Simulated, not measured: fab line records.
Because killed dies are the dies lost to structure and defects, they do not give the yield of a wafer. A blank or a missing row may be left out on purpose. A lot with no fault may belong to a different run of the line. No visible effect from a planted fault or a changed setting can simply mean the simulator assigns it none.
fab line records	flow nand-harc
record: lots: 13	wafers: 39	last-day: 33
route steps=1302 shown A_CONTACT@1103 A_BLC@1126 A_M0@1137 END@1302
lots with no fault: from the same line, run without faults
start-h: hours from the record's opening day to when the first of the lot's shown wafers began	wait-h: hours since the lot's step before	" as in the row above	L1.1+2: several wafers, shown together as one row	- no value, or no start was given	* or withheld: withheld	< > ~ a bound
route shown NAME@n: names a module that has steps shown in the file, with the first one's number in the route	usual: mean/standard deviation of fault-free wafers	same: alike in all rows	chamber/n: place in a boat	sites: the reading at each site	_std_site: standard deviation across them	_edge_site: the outer-site mean with the inner-site mean subtracted	radius-mm: how far each site lies from the wafer's centre	mask NAME#n: copy n	behind: tool/chamber where the wafer was last shaped	hold: why the lot was held/for how many hours/how that ended	device: transistor that didn't switch, given as n, p or np	end of line: the tests these same wafers got at the end of their route	step lacking rows: just its recipe	killed: not the wafer's yield, but the dies lost to structure and defects at the first sort	map: shows each die of a wafer: x if killed, . if not, _ if none is there
set.NAME: the setting as run; set.NAME@STEP: as run at that earlier step	model.NAME: the simulator's own value behind a step, which no gauge read
steps of the route over a sample of lots; a table a step, a row a wafer
services: the hour from which a tool's chamber was out of use, counted from the record's first day as start-h (under 0 if before that day), plus the number of hours and why
== steps ==
step: NHARC_A_CONTACT_CMP_20
recipe: t-overpolish-s: 30	target-thk-nm: 300
usual: motor-current-A: 11.7/1	overpolish-run-s: 30.001/0.0088	slurry-flow-ml-min: 150.0/0.46	time-to-endpoint-s: 61/3.5
lot.wafer	tool	chamber	start-h	wait-h	motor-current-A	overpolish-run-s	slurry-flow-ml-min	time-to-endpoint-s
L947.1	cmp-02	1	503.57	0.7	11.5	29.983	150.7	63
L947.2	"	2	"	"	11.6	30.012	149.5	60
L947.4	"	3	"	"	13.1	30.011	149.3	59
L948.2	cmp-02	3	523.34	0.8	14.1	29.995	150.6	61
L948.5	"	2	"	"	10.9	29.990	150.3	59
L948.6	"	3	"	"	14.3	30.004	150.2	57
L949.1	cmp-03	3	529.71	0.7	13.0	30.006	150.3	63
L949.2	"	2	"	"	11.0	29.986	150.3	63
L949.5	"	0	"	"	12.1	29.996	149.8	56
L951.3	cmp-02	0	548.46	0.4	11.5	29.994	149.8	68
L951.1	"	1	"	"	11.5	30.013	149.9	61
L951.5	"	0	"	"	11.8	29.992	149.3	66
L952.2	cmp-02	1	565.06	0.8	11.1	29.990	150.2	63
L952.5	"	0	"	"	11.4	29.998	149.4	67
L952.6	"	1	"	"	10.6	30.015	150.1	63
L954.4	cmp-02	2	588.24	0.4	11.7	30.010	150.0	60
L954.3	"	3	"	"	13.8	29.999	150.4	58
L954.6	"	0	"	"	11.6	29.997	150.4	64
L955.4	cmp-02	2	591.14	0.5	11.2	30.013	150.2	60
L955.1	"	3	"	"	14.4	29.990	150.2	59
L955.6	"	0	"	"	11.7	30.001	149.5	66
L953.3	cmp-03	0	594.17	0.5	12.2	29.996	149.6	61
L953.1	"	1	"	"	11.7	29.994	150.6	63
L953.5	"	0	"	"	12.7	30.009	150.3	59
L963.3	cmp-02	0	664.50	0.4	11.6	29.997	150.2	63
L963.1	"	1	"	"	11.5	29.986	150.6	58
L963.5	"	0	"	"	11.2	30.011	150.2	61
L964.3	cmp-02	2	690.46	0.9	11.6	30.000	150.0	63
L964.4	"	0	"	"	11.4	30.018	149.9	69
L964.6	"	2	"	"	10.7	30.006	150.4	63
L966.3	cmp-02	2	701.61	0.5	11.3	30.001	150.1	60
L966.2	"	3	"	"	13.1	29.991	149.9	56
L966.1	"	0	"	"	12.3	30.000	149.5	65
L968.2	cmp-01	2	717.52	0.6	11.1	30.002	149.7	55
L968.3	"	0	"	"	11.0	30.005	149.9	60
L968.6	"	3	"	"	10.4	29.998	149.2	57
L970.3	cmp-01	0	733.92	0.5	11.2	30.008	149.9	59
L970.2	"	2	"	"	11.5	30.000	149.5	56
L970.6	"	0	"	"	11.0	29.998	150.1	60
step: NHARC_A_BLC_STRIP_21
recipe: o2-flow-sccm: 500	ar-flow-sccm: 0	bias-w: 0	chemistry: O2
usual: chamber-pressure-mTorr: 60.00/0.053	drypump-motor-current-A: 5.4/0.45	oes-product-au: 1.001/0.011	rf-vpp-V: 57.6/0.91	showerhead-plenum-p-Torr: 3.51/0.16	throttle-valve-pct: 17.036/0.009
lot.wafer	tool	chamber	start-h	wait-h	chamber-pressure-mTorr	drypump-motor-current-A	oes-product-au	rf-hours-counter-h	rf-vpp-V	showerhead-plenum-p-Torr	throttle-valve-pct
L947.1	rie-diel-01	2	505.78	0.1	59.95	5.7	1.010	38	55.7	3.27	17.048
L947.2	"	3	"	"	60.00	5.8	1.013	39	57.6	3.76	17.032
L947.4	"	0	"	"	59.96	5.4	1.000	41	57.8	3.54	17.040
L948.2	rie-diel-04	0	525.58	0.1	60.00	5.8	1.011	14	57.1	3.59	17.038
L948.5	"	2	"	"	60.02	5.2	1.006	-	59.5	3.39	17.039
L948.6	"	3	"	"	59.98	5.2	1.009	-	58.5	3.70	17.045
L949.1	rie-diel-10	2	532.00	0.1	59.98	5.2	1.021	6	57.1	3.66	17.038
L949.2	"	3	"	"	60.04	5.1	0.989	6	57.3	3.31	17.040
L949.5	"	1	"	"	60.06	5.2	1.016	-	58.2	3.36	17.034
L951.3	rie-diel-10	2	551.31	0.1	59.99	5.2	0.998	7	56.4	3.65	17.028
L951.1	"	1	"	"	59.95	5.2	1.007	8	57.8	3.36	17.036
L951.5	"	3	"	"	59.97	5.1	0.984	-	55.5	3.30	17.030
L952.2	rie-diel-04	1	567.31	0.1	60.11	6.5	1.008	2	57.9	3.69	17.029
L952.6	"	3	"	"	59.97	5.2	1.001	-	58.7	3.70	17.029
L952.5	"	0	"	"	59.94	5.8	0.986	-	57.8	3.59	17.020
L954.4	rie-diel-01	3	590.34	0.1	60.02	5.9	1.005	9	57.7	3.74	17.047
L954.3	"	0	"	"	59.91	5.4	0.975	7	57.3	3.53	17.050
L954.6	"	2	"	"	59.89	5.7	1.001	-	59.4	3.80	17.033
L955.4	rie-diel-10	2	593.37	0.1	59.94	5.2	1.012	11	58.8	3.65	17.045
L955.1	"	3	"	"	60.04	5.1	0.982	11	57.0	3.30	17.031
L955.6	"	1	"	"	60.05	5.2	1.017	-	56.7	3.36	17.028
L953.3	rie-diel-04	3	596.62	0.1	59.93	5.2	1.003	5	57.7	3.70	17.046
L953.1	"	0	"	"	60.11	5.8	0.981	6	58.1	3.59	17.056
L953.5	"	3	"	"	60.06	5.3	0.999	-	57.2	3.70	17.032
L963.1	rie-diel-04	0	666.67	0.1	59.99	5.8	0.983	12	58.2	3.59	17.042
L963.3	"	2	"	"	59.97	5.2	1.005	12	57.2	3.38	17.014
L963.5	"	0	"	"	60.03	5.8	0.977	-	57.5	3.59	17.044
L964.3	rie-diel-04	3	692.71	0.1	60.08	5.2	1.004	15	56.5	3.69	17.029
L964.4	"	0	"	"	59.91	5.8	0.974	15	57.3	3.58	17.047
L964.6	"	1	"	"	59.89	6.5	1.002	-	57.5	3.69	17.048
L966.2	rie-diel-04	2	703.75	0.1	60.03	5.2	1.012	16	57.9	3.38	17.052
L966.3	"	3	"	"	60.02	5.2	1.009	16	57.9	3.69	17.032
L966.1	"	0	"	"	59.98	5.8	0.985	16	57.3	3.58	17.030
L968.3	rie-diel-04	2	719.91	0.1	59.90	5.2	1.011	0	56.2	3.38	17.032
L968.2	"	3	"	"	60.08	5.2	0.998	0	58.3	3.69	17.033
L968.6	"	0	"	"	59.97	5.8	0.981	-	58.3	3.58	17.039
L970.3	rie-diel-10	0	736.05	0.1	59.96	5.0	0.999	7	59.5	3.48	17.046
L970.2	"	2	"	"	59.97	5.3	1.000	7	57.5	3.65	17.033
L970.6	"	3	"	"	60.08	5.1	0.985	-	57.2	3.30	17.038
step: NHARC_A_BLC_DEGAS_30
recipe: temp-c: 300	time-s: 60
usual: heater-power-w: 465/38
lot.wafer	tool	chamber	start-h	wait-h	heater-power-w
L947.2	pvd-sputter-02	-	506.21	-	441
L947.1	"	-	"	"	445
L947.4	"	-	"	"	474
L948.2	pvd-sputter-01	-	525.99	-	427
L948.5	"	-	"	"	499
L948.6	"	-	"	"	415
L949.2	pvd-sputter-02	-	532.40	-	424
L949.1	"	-	"	"	440
L949.5	"	-	"	"	473
L951.1	pvd-sputter-03	-	551.75	-	481
L951.3	"	-	"	"	490
L951.5	"	-	"	"	496
L952.2	pvd-sputter-01	-	567.74	-	532
L952.6	"	-	"	"	510
L952.5	"	-	"	"	423
L954.3	pvd-sputter-02	-	590.77	-	433
L954.4	"	-	"	"	435
L954.6	"	-	"	"	437
L955.1	pvd-sputter-01	-	593.77	-	478
L955.4	"	-	"	"	445
L955.6	"	-	"	"	535
L953.3	pvd-sputter-03	-	597.07	-	487
L953.1	"	-	"	"	459
L953.5	"	-	"	"	481
L963.3	pvd-sputter-01	-	667.10	-	476
L963.1	"	-	"	"	492
L963.5	"	-	"	"	478
L964.3	pvd-sputter-03	-	693.13	-	476
L964.4	"	-	"	"	500
L964.6	"	-	"	"	474
L966.1	pvd-sputter-01	-	704.17	-	461
L966.3	"	-	"	"	475
L966.2	"	-	"	"	535
L968.2	pvd-sputter-02	-	720.35	-	461
L968.3	"	-	"	"	385
L968.6	"	-	"	"	472
L970.3	pvd-sputter-03	-	736.49	-	487
L970.2	"	-	"	"	480
L970.6	"	-	"	"	484
step: NHARC_A_M0_DEP_00
recipe: target-thk-a: 1500	target-thk-nm: 150	temp-c: withheld	pressure-torr: 5	flow-sccm: 200	rf-w: 600	material: SiOC
usual: chamber-pressure-Torr: 4.999/0.011	rf-fwd-power-W: 598.7/1.9
lot.wafer	tool	chamber	start-h	wait-h	chamber-pressure-Torr	rf-fwd-power-W
L947.2	pecvd-02	2	507.65	0.1	5.001	600.4
L947.1	"	1	"	"	5.014	599.8
L947.4	"	1	"	"	5.012	598.8
L948.2	pecvd-03	1	527.45	0.1	5.006	599.0
L948.6	"	1	"	"	5.000	596.6
L948.5	"	2	"	"	4.989	598.0
L949.2	pecvd-02	0	533.91	0.1	5.016	600.1
L949.1	"	1	"	"	4.986	595.5
L949.5	"	2	"	"	4.977	597.5
L951.3	pecvd-02	1	553.23	0.1	5.008	596.6
L951.1	"	2	"	"	4.983	598.7
L951.5	"	1	"	"	5.007	598.7
L952.2	pecvd-03	1	569.58	0.5	4.990	598.8
L952.5	"	2	"	"	4.996	593.4
L952.6	"	0	"	"	4.987	597.7
L954.3	pecvd-03	1	592.33	0.1	-	-
L954.4	"	1	"	"	-	-
L954.6	"	2	"	"	-	-
L955.1	pecvd-03	2	595.29	0.1	-	-
L955.4	"	1	"	"	-	-
L955.6	"	2	"	"	-	-
L953.3	pecvd-03	1	598.61	0.1	5.008	598.5
L953.1	"	0	"	"	4.993	597.9
L953.5	"	2	"	"	4.987	599.4
L963.3	pecvd-02	2	668.55	0.1	5.000	596.4
L963.1	"	1	"	"	4.992	595.8
L963.5	"	0	"	"	5.004	599.0
L964.3	pecvd-02	2	694.58	0.1	5.002	599.3
L964.6	"	0	"	"	5.005	596.4
L964.4	"	1	"	"	4.995	598.4
L966.1	pecvd-04	2	705.61	0.1	5.015	599.9
L966.2	"	0	"	"	4.988	601.0
L966.3	"	1	"	"	5.006	596.6
L968.3	pecvd-04	2	721.88	0.1	4.996	601.9
L968.2	"	1	"	"	5.012	596.6
L968.6	"	2	"	"	4.995	597.8
L970.2	pecvd-02	2	737.98	0.1	5.037	597.7
L970.3	"	0	"	"	5.007	600.7
L970.6	"	2	"	"	5.008	598.6
step: NHARC_END_SORT_01
recipe: temp-c: 25
usual: defect-limited-yield: 91.1/2.9	killed-at-array: 55/20	killed-at-other: 1.1/1.2	killed-at-periphery: 3.8/2.8	killed-dies: 60/19	killed-open: 3.4/1.9	killed-short: 2.2/1.5
same: gross-dies: 677
lot.wafer	tool	chamber	start-h	wait-h	defect-limited-yield[%]	killed-at-array	killed-at-other	killed-at-periphery	killed-dies	killed-open	killed-short
L954.3	prober-02	0	634.91	3.1	0	671	6	0	677	5	2
L954.4	prober-02	0	635.71	3.4	0	672	3	2	677	3	3
L954.6	prober-02	0	637.31	4.0	0	674	1	2	677	7	2
killed by level:class
L954.3 A_M0:area-dep=651 A_CHANNEL_HOLE_D2:chamber-film-flake=7 THIN_TSV:chamber-film-flake=6 A_CHANNEL_HOLE_D1:chamber-film-flake=2 A_DECK1_JOINT:chamber-film-flake=2 A_ONON_D1:geometric-particle:open=1 A_ONON_D1:geometric-particle:short=1 A_CHANNEL_FILL_D1:geometric-particle:open=1
L954.4 A_M0:area-dep=643 A_CHANNEL_HOLE_D2:chamber-film-flake=14 THIN_TSV:chamber-film-flake=3 A_STAIRCASE:chamber-film-flake=2 A_DECK1_JOINT:geometric-particle:short=2 A_ZERO_WELL:chamber-film-flake=2 A_CHANNEL_HOLE_D1:chamber-film-flake=2 A_SLIT:chamber-film-flake=2
L954.6 A_M0:area-dep=644 A_CHANNEL_HOLE_D2:chamber-film-flake=14 A_CHANNEL_HOLE_D1:chamber-film-flake=4 A_CHANNEL_FILL_D1:geometric-particle:open=3 A_CONTACT:chamber-film-flake=2 P_CONTACT:geometric-particle:open=1 P_M0:geometric-particle:open=1 A_SOURCE_PLATE:geometric-particle:short=1
== services ==
tool	chamber	start-h	hours	kind
pecvd-03	2	500.39	11.2	repair
cmp-02	-	500.73	0.5	repair
pvd-sputter-03	-	526.04	10.0	pm
cmp-02	-	526.68	4.0	pm
rie-diel-04	1	545.01	15.0	repair
pecvd-03	-	547.00	13.0	pm
cmp-02	-	554.56	1.2	repair
pvd-sputter-01	-	571.49	10.4	repair
pvd-sputter-01	-	582.92	10.0	pm
pecvd-02	-	589.05	13.0	pm
rie-diel-04	1	593.36	8.4	repair
rie-diel-10	-	596.56	9.0	pm
cmp-02	-	624.68	4.0	pm
pecvd-02	-	631.61	0.8	repair
pvd-sputter-03	-	637.47	4.3	repair
pvd-sputter-02	-	638.96	10.0	pm
rie-diel-10	2	641.59	12.1	repair
pecvd-02	0	646.26	17.9	repair
pecvd-03	-	672.66	1.4	repair
cmp-02	-	680.67	1.8	repair
rie-diel-04	-	708.92	9.0	pm
pvd-sputter-01	-	710.34	7.1	repair
cmp-02	-	722.68	4.0	pm
pecvd-03	-	728.00	13.0	pm
== key ==
first-sign: step: NHARC_A_M0_DEP_00	reading: tool-record	direction: missing
effect: step: NHARC_END_SORT_01	reading: defect-limited-yield	direction: down	sigmas: 32	usual: 91.1	struck: 0
more-kills-born-at: NHARC_A_M0_DEP_00@pecvd-03: 1938
met-at NHARC_A_M0_DEP_00
struck-lots L954,L955
later-rows-left-out L954.3,L954.4,L954.6,L955.1,L955.4,L955.6
sort-left-out L955.1,L955.4,L955.6
not-acting-at NHARC_A_CONTACT_CMP_20,NHARC_A_BLC_STRIP_21,NHARC_A_BLC_DEGAS_30
onset-between 569.58 592.33
fault: kind: skipped-step-whole	tool: pecvd-03	chamber: -	onset-h: 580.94	steps: NHARC_A_M0_DEP_00	scope: struck-lots-only
sort-left-out: the simulated sort isn't trusted on such a fault, so these wafers' sort isn't shown, and their yield isn't known
later-rows-left-out: the simulator's readings of these wafers behind a module that went badly wrong aren't trusted and aren't shown, but for the sort
